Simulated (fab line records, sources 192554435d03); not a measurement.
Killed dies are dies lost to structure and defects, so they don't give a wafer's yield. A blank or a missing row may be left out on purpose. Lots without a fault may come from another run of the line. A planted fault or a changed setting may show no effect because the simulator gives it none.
Which tool did it? | flow n5_finfet | 12 lots, 36 wafers sampled, at 2 steps of a route of 1938

WHAT THE GAUGES READ, wafer by wafer
N5_BEOL_M6_THK_MEAS_53: measures by xrf.
lot  | measured     | on            | M6_THK (nm)
L076 | day 9 02:03  | film_metro-01 | 71.0 75.2 75.6
L077 | day 9 07:09  | film_metro-01 | 79.8 76.0 77.7
L079 | day 10 00:35 | film_metro-01 | 73.7 76.2 75.0
L080 | day 10 10:49 | film_metro-02 | 78.1 81.3 73.9
L083 | day 11 01:05 | film_metro-01 | 80.6 77.3 78.6
L086 | day 11 18:43 | film_metro-01 | 73.7 76.4 79.6
L085 | day 12 00:17 | film_metro-01 | 81.1 80.9 78.7
L089 | day 12 11:12 | film_metro-01 | 81.2 79.8 75.7
L093 | day 13 12:50 | film_metro-02 | 78.3 79.3 78.8
L092 | day 14 00:01 | film_metro-01 | 81.1 80.2 78.4
L095 | day 14 11:04 | film_metro-01 | 80.3 79.4 77.5
L097 | day 14 19:57 | film_metro-01 | 75.2 74.6 78.7

WHICH TOOL RAN EACH LOT (tool, then ch and the chambers of the sampled wafers, then the start)
lot  | N5_BEOL_M6_SURFACE_TREAT_79
L076 | pvd_sputter-03, day 9 00:19
L077 | pvd_sputter-01, day 9 05:59
L079 | pvd_sputter-03, day 9 23:18
L080 | pvd_sputter-01, day 10 08:50
L083 | pvd_sputter-02, day 10 23:59
L086 | pvd_sputter-03, day 11 17:29
L085 | pvd_sputter-01, day 11 22:47
L089 | pvd_sputter-03, day 12 09:01
L093 | pvd_sputter-01, day 13 11:23
L092 | pvd_sputter-01, day 13 21:38
L095 | pvd_sputter-03, day 14 06:35
L097 | pvd_sputter-01, day 14 18:53
- N5_BEOL_M6_SURFACE_TREAT_79

THE ANSWER, worked out from the rows above alone
Rule: what is usual is taken from the lots themselves. Put in order of their means at a reading, lots are off if they are a third of the lots or fewer, leave a main group of 4 or more, and stand apart from it by a gap of 3 or more times the standard deviation of the main group's means; of several such gaps the widest counts. A main group whose means are all the same, to the digits that the tables above print for the reading, isn't used. A lot without any number at a reading at which 4 lots or more have one is off too. The other lots that the step has rows for count as sound.
No lot is off at any reading shown: from this, nothing can be told.

WHAT THE SIMULATOR HAD PUT IN
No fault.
